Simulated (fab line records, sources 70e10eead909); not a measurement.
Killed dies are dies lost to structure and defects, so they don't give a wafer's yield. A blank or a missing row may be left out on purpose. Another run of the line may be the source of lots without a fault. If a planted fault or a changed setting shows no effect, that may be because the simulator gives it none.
The tool behind it: which one? ; flow nand harc ; 13 lots, 39 wafers sampled, at 3 steps of a route of 1302

## WHAT EACH GAUGE READ, for each wafer
NHARC_P_GATE_INSPECT_28. Usual: raw defect count 5.5, standard deviation 2.5.
lot;measured;on;raw defect count;flag
L734;day 5 17:23;defect inspect-01;10 8 5;
L735;day 6 05:29;defect inspect-01;6 4 7;
L739;day 7 18:19;defect inspect-01;6 10 4;
L741;day 8 17:58;defect inspect-02;764 772 756 762 760 752;OFF
L742;day 9 08:59;defect inspect-02;772 780 781 779 770 773;OFF
L747;day 11 15:24;defect inspect-01;10 3 3;
L749;day 12 09:53;defect inspect-01;9 4 6;
L750;day 12 14:31;defect inspect-01;1 7 3;
L751;day 12 22:27;defect inspect-01;5 5 2;
L752;day 13 12:20;defect inspect-02;2 8 12;
L753;day 13 23:02;defect inspect-01;7 4 5;
L754;day 14 08:15;defect inspect-02;8 4 8;
L755;day 14 14:37;defect inspect-02;9 8 3;

## TOOL THAT RAN EACH LOT (tool first, then ch and the chambers of the sampled wafers, then the start)
lot;NHARC_P_GATE_DESCUM_13;NHARC_P_GATE_DEP_103
L734;rie diel-09 ch 0,1,2, day 5 03:39;pecvd-04 ch 0,1, day 5 16:35
L735;rie diel-04 ch 1,2,3, day 5 15:17;pecvd-02 ch 1,2, day 6 04:42
L739;rie diel-12 ch 1,2,3, day 7 04:29;pecvd-02 ch 0,1,2, day 7 17:32
L741;rie diel-09 ch 1,2,3, day 8 04:10;pecvd-02 ch 0,2, day 8 17:13
L742;rie diel-12 ch 0,1,2, day 8 16:21;pecvd-02 ch 0,1, day 9 08:19
L747;rie diel-12 ch 0,2,3, day 10 22:26;pecvd-03 ch 0,2, day 11 14:35
L749;rie diel-04 ch 1,2, day 11 17:57;pecvd-03 ch 1,2, day 12 09:10
L750;rie diel-09 ch 0,2, day 11 23:59;pecvd-03 ch 0,1, day 12 13:43
L751;rie diel-04 ch 2,3, day 12 07:07;pecvd-02 ch 0,2, day 12 21:50
L752;rie diel-12 ch 0,3, day 12 22:12;pecvd-04 ch 0,1,2, day 13 11:32
L753;rie diel-09 ch 1,3, day 13 03:14;pecvd-02 ch 0,1,2, day 13 22:14
L754;rie diel-09 ch 0,1,2, day 13 14:23;pecvd-03 ch 0,1, day 14 07:26
L755;rie diel-12 ch 0,1,3, day 13 22:29;pecvd-03 ch 0,1, day 14 13:50
- NHARC_P_GATE_DESCUM_13: chemistry O2, time 3 s.
- NHARC_P_GATE_DEP_103: deposits SiON, target thk 30 nm.

## AS READ BY THE TOOLS THEMSELVES (means over the sampled wafers that have a number; for cases with no such wafer, the mark the record gives instead)
NHARC_P_GATE_DESCUM_13. Usual: drypump motor current A 5.9 A, standard deviation 0.67; oes product au 0.999 a.u., standard deviation 0.0094; rf vpp V 57.6 V, standard deviation 0.92; showerhead plenum p Torr 1.87 Torr, standard deviation 0.072; throttle valve pct 11.312 %, standard deviation 0.0098.
lot;tool;drypump motor current A (A);oes product au (a.u.);rf vpp V (V);showerhead plenum p Torr (Torr);throttle valve pct (%);flag
L734;rie diel-09;5.5;0.995;57.1;1.89;11.312;
L735;rie diel-04;6.0;0.991;57.9;1.89;11.299;
L739;rie diel-12;5.8;1.004;58.3;1.82;11.299;
L741;rie diel-09;5.6;0.995;56.6;1.91;11.306;
L742;rie diel-12;6.0;1.006;57.5;1.88;11.322;
L747;rie diel-12;6.4;0.996;57.8;1.88;11.322;
L749;rie diel-04;5.8;0.998;57.4;1.92;11.309;
L750;rie diel-09;5.9;0.998;58.0;1.90;11.319;
L751;rie diel-04;6.4;0.985;57.4;1.91;11.312;
L752;rie diel-12;6.3;1.003;57.7;1.92;11.315;
L753;rie diel-09;5.3;0.992;56.7;1.89;11.324;
L754;rie diel-09;5.6;1.006;58.0;1.88;11.316;
L755;rie diel-12;5.7;0.992;56.6;1.85;11.306;

NHARC_P_GATE_DEP_103. Usual: heater power w 725 W, standard deviation 74.
lot;tool;heater power w (W);flag
L734;pecvd-04;745;
L735;pecvd-02;783;
L739;pecvd-02;646;
L741;pecvd-02;696;
L742;pecvd-02;627;
L747;pecvd-03;762;
L749;pecvd-03;690;
L750;pecvd-03;758;
L751;pecvd-02;733;
L752;pecvd-04;744;
L753;pecvd-02;691;
L754;pecvd-03;759;
L755;pecvd-03;689;

## THE ANSWER, worked out from the rows above alone
Rule: lot off if the mean of its wafers having a number is beyond 3 standard deviations from the usual mean. A lot without any number at a reading at which 4 lots or more have one is off too. The other lots that the step has rows for count as sound. The gauges are gone through in route order, then the tools' own readings, and for those a lot's mean is taken as printed above. The first step at which some lot is off is used, and at that step the reading that is off furthest; a lot without a number counts as furthest.
Off, at NHARC_P_GATE_INSPECT_28 on raw defect count: L741, L742.
If a tool, at a process step before that reading, ran all the lots that are off and no sound lot after the first of them, it fits. Those tools and the gauges at NHARC_P_GATE_INSPECT_28 are tried in the same way. None of those tried fits.

## WHAT HAD BEEN PUT IN BY THE SIMULATOR
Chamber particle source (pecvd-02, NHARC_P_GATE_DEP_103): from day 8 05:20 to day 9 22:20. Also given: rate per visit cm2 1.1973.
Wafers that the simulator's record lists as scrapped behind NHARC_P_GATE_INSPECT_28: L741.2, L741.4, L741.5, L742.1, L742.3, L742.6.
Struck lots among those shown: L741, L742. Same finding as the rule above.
